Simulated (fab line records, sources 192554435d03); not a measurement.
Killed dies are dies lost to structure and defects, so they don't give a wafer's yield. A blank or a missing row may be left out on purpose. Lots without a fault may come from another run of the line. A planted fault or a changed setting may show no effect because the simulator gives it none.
Split-lot experiment | flow n5_finfet | 7 lots, 21 wafers read, on a route of 1938 steps

THE SPLIT
At N5_SD_EPI_N_COAT_03 (resist thk 150 nm), the setting spin_rpm was moved away from the recipe's 1500 rpm on 6 of the 21 wafers read, by -9.7% to -7.7%. The other wafers ran this setting at the recipe's value.

FROM THE SPLIT TO THE READING: what the file shows between them, 6 steps
- N5_SD_EPI_N_EBR_05
- N5_SD_EPI_N_SOFTBAKE_04: time 60 s
- N5_SD_EPI_N_EXPOSE_06: exposes mask SD N BLK, target cd 120 nm
- N5_SD_EPI_N_PEB_07: peb time 60 s
- N5_SD_EPI_N_DEVELOP_08: develop time 30 s
- N5_SD_EPI_N_DESCUM_14: chemistry O2, time 7.9 s

THE READING
CAR-ArF-block_of_SD_EPI_N_COAT_03.thk_nm (the simulator's own value, which no gauge read), in nm, at N5_SD_EPI_N_ETCH_34 (etches SiARC in CF4, target depth 45.5 nm, time 75.8 s). The file gives no usual value for it. The 15 wafers here that ran the recipe average 111.1 nm, standard deviation 0.66 nm.

wafer  | tool, chamber at the split | spin_rpm as run, rpm | against the recipe | CAR-ArF-block_of_SD_EPI_N_COAT_03.thk_nm, nm | against lot-mates on the recipe
L077.1 | litho_track-04, 0          | 1500                 | recipe             | 111                                          | -
L077.3 | litho_track-04, 0          | 1500                 | recipe             | 110.8                                        | -
L077.5 | litho_track-04, 0          | 1500                 | recipe             | 110                                          | -
L078.2 | litho_track-05, 0          | 1500                 | recipe             | 111.6                                        | -
L078.3 | litho_track-05, 0          | 1500                 | recipe             | 111.4                                        | -
L078.5 | litho_track-05, 0          | 1500                 | recipe             | 111                                          | -
L085.2 | litho_track-03, 0          | 1500                 | recipe             | 111                                          | -
L085.4 | litho_track-03, 0          | 1500                 | recipe             | 111.4                                        | -
L085.5 | litho_track-03, 0          | 1500                 | recipe             | 111                                          | -
L086.1 | litho_track-04, 0          | 1355                 | -9.7%              | 118.6                                        | +7.4
L086.3 | litho_track-04, 0          | 1355                 | -9.7%              | 119.6                                        | +8.4
L086.4 | litho_track-04, 0          | 1500                 | recipe             | 111.2                                        | -
L089.2 | litho_track-04, 0          | 1500                 | recipe             | 110.8                                        | -
L089.3 | litho_track-04, 0          | 1500                 | recipe             | 110.8                                        | -
L089.5 | litho_track-04, 0          | 1500                 | recipe             | 110.8                                        | -
L091.2 | litho_track-04, 0          | 1385                 | -7.7%              | 117.2                                        | +6.4
L091.4 | litho_track-04, 0          | 1500                 | recipe             | 110.8                                        | -
L091.5 | litho_track-04, 0          | 1385                 | -7.7%              | 117.2                                        | +6.4
L095.1 | litho_track-04, 0          | 1375                 | -8.3%              | 119.8                                        | +6.6
L095.3 | litho_track-04, 0          | 1375                 | -8.3%              | 118.2                                        | +5.0
L095.6 | litho_track-04, 0          | 1500                 | recipe             | 113.2                                        | -

THE FIT
A straight line over all 21 wafers: CAR-ArF-block_of_SD_EPI_N_COAT_03.thk_nm changes by -0.854 nm for each +1% of spin_rpm; r = -0.98; the points scatter about the line by 0.73 nm.
The same after taking each lot's own level away (the mean of its wafers on the recipe; 21 wafers): -0.784 nm for each +1%; r = -0.99; scatter 0.47 nm.
On that fit, the largest move of spin_rpm shifts the reading by 7.6 nm.
The lots' own levels span 110.60 to 113.20 nm, that is 3.9 times the standard deviation above.
So the lot-to-lot level changes the slope little: the two slopes agree.
Check: with one of the wafers moved furthest among these (-9.7%) left out of the fit, the line predicts +7.63 nm for it against its lot-mates. It came out at +7.4 nm against them.

OTHER SPLITS ON THESE WAFERS
These wafers also went through other splits before the reading. Each is held against what the fit with the lots' levels taken away leaves over:
other split on the same wafers            | wafers away from the commonest value | r with CAR-ArF-block_of_SD_EPI_N_COAT_03.thk_nm (lot level and that fit taken away)
N5_WELL_APT_PEB_23 peb_temp_c             | 8                                    | +0.14
N5_PMOS_HMC_CHANNEL_EPI_PEB_07 peb_temp_c | 10                                   | -0.32
N5_PMOS_HMC_CHANNEL_EPI_DESCUM_14 time_s  | 9                                    | +0.27
N5_FIN_SAQP_SPACER1_ALD_24 ald_cycles     | 9                                    | +0.45
N5_SD_EPI_N_COAT_33 spin_rpm              | 5                                    | +0.22

THE WHOLE CHAIN: every reading that the file lists as answering this split, in the file's order
step                   | what it does                                           | reading                                                                                   | change (the file's fit)               | r (the file's)
N5_SD_EPI_N_COAT_03    | resist thk 150 nm                                      | CAR-ArF-block_of_SD_EPI_N_COAT_03.thk_nm (the simulator's own value, which no gauge read) | -0.828 nm for each +1% of the setting | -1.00
N5_SD_EPI_N_DEVELOP_08 | develop time 30 s                                      | CAR-ArF-block_of_SD_EPI_N_COAT_03.thk_nm (the simulator's own value, which no gauge read) | -0.821 nm for each +1% of the setting | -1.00
N5_SD_EPI_N_ETCH_34    | etches SiARC in CF4, target depth 45.5 nm, time 75.8 s | CAR-ArF-block_of_SD_EPI_N_COAT_03.thk_nm (the simulator's own value, which no gauge read) | -0.784 nm for each +1% of the setting | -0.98

THE FILE'S OWN FIT
CAR-ArF-block_of_SD_EPI_N_COAT_03.thk_nm changes by -0.784 nm for each +1% of spin_rpm, r = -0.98.
